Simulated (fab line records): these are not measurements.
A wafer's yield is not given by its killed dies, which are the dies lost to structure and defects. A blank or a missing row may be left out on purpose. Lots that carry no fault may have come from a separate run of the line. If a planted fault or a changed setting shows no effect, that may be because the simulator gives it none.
A single fault, viewed from 3 desks	flow n5-finfet	numbers are kept per desk, each desk with only its own; the story behind them comes last

## AT THE METROLOGY DESK
Means of the sampled wafers that have a number, per lot and without regard to the tool the lot ran on: this is what the gauges read. The brackets show how far a lot's mean lies from the usual mean; more than 4 standard deviations puts the lot out of limits, marked OUT. Only the readings that lie furthest out on some lot appear, 7 of the 11 it has.
Columns: A = DIBL_N at N5_BEOL_M4_RC_MEAS_101, usual 36.2 mV/V; B = IOFF_N at N5_BEOL_M4_RC_MEAS_101, usual 0.16 nA/um; C = IOFF_P at N5_BEOL_M4_RC_MEAS_101, usual 0.21 nA/um; D = ION_N at N5_BEOL_M4_RC_MEAS_101, usual 673 uA/um; E = SS_P at N5_BEOL_M4_RC_MEAS_101, usual 73.2 mV/dec; F = VT_N at N5_BEOL_M4_RC_MEAS_101, usual 250 mV; G = VT_P at N5_BEOL_M4_RC_MEAS_101, usual -251 mV
lot	first seen here	A	B	C	D	E	F	G
L371	day 7 14:49	37.1	0.16	0.20	665	73.8	252	-252
L372	day 7 23:13	37.1	0.17	0.22	672	73.6	247	-250
L373	day 8 05:29	35.0	0.16	0.22	674	73.4	250	-249
L374	day 8 07:13	38.2	0.25	0.31	699	74.4	241	-244
L376	day 8 20:38	40.4	0.25	0.32	691	74.6	243	-245
L377	day 9 04:19	36.1	0.17	0.21	675	73.3	250	-251
L378	day 9 19:28	37.0	0.18	0.24	683	72.9	248	-248
L384	day 11 07:58	36.4	0.14	0.18	678	73.0	253	-254
L390	day 12 23:57	36.3	0.15	0.20	671	72.9	248	-252
L394	day 13 17:47	34.7	0.14	0.16	668	73.4	253	-258
This desk's finding: nothing out of limits on any of the 10 lots.

## THE TOOL OWNER'S DESK: rie-diel-01
The tool's own readings at N5_BEOL_M8_VIA_ETCH_34 (etches SiCOH lowk in C4F6/O2, target depth 125.5 nm, time 50.5 s): means of the sampled wafers that have a number, for each lot that ran on this tool. The brackets show how far a lot's mean lies from the usual mean; more than 4 standard deviations puts the lot out of limits, marked OUT.
Columns: A = drypump-motor-current-A at N5_BEOL_M8_VIA_ETCH_34, usual 5.6 A; B = oes-product-au at N5_BEOL_M8_VIA_ETCH_34, usual 0.76 a.u.; C = rf-vpp-V at N5_BEOL_M8_VIA_ETCH_34, usual 661 V; D = showerhead-plenum-p-Torr at N5_BEOL_M8_VIA_ETCH_34, usual 2.87 Torr; E = throttle-valve-pct at N5_BEOL_M8_VIA_ETCH_34, usual 20.79 %
lot	first seen here	A	B	C	D	E
L374	day 9 21:31	5.8	0.79	651	3.00	20.88
L376	day 10 05:27	5.5	0.73	659	2.80	20.87
L377	day 10 15:11	5.1	0.72	669	2.76	20.96
L378	day 11 03:19	5.6	0.76	658	2.86	20.91
L384	day 12 23:26	5.8	0.68	652	2.99	20.73
This desk's finding: nothing out of limits on any of the 5 lots.

## THE DEFECT DESK
Counts from the inspections along the route, per lot, as means over the sampled wafers that have a number. The brackets show how far a lot's mean lies from the usual mean; more than 4 standard deviations puts the lot out of limits, marked OUT.
Columns: A = raw-defect-count at N5_PASSIVATION_INSPECT_64, usual 2.0
lot	first seen here	A
L371	day 12 05:05	2.0
L372	day 12 09:13	2.3
L373	day 12 09:58	0.7
L374	day 12 16:02	2.7
L376	day 13 01:31	3.7
L377	day 13 01:41	1.0
L378	day 13 20:44	1.7
L390	day 16 23:09	2.3
L394	day 18 23:34	2.0
This desk's finding: nothing out of limits on any of the 9 lots.

## ALL TOGETHER
From the metrology desk's view, nothing was out of limits.
Nothing out of limits was seen by the tool owner's desk.
No out-of-limits result turned up at the defect desk.

## WHAT THE SIMULATOR HAD PUT IN
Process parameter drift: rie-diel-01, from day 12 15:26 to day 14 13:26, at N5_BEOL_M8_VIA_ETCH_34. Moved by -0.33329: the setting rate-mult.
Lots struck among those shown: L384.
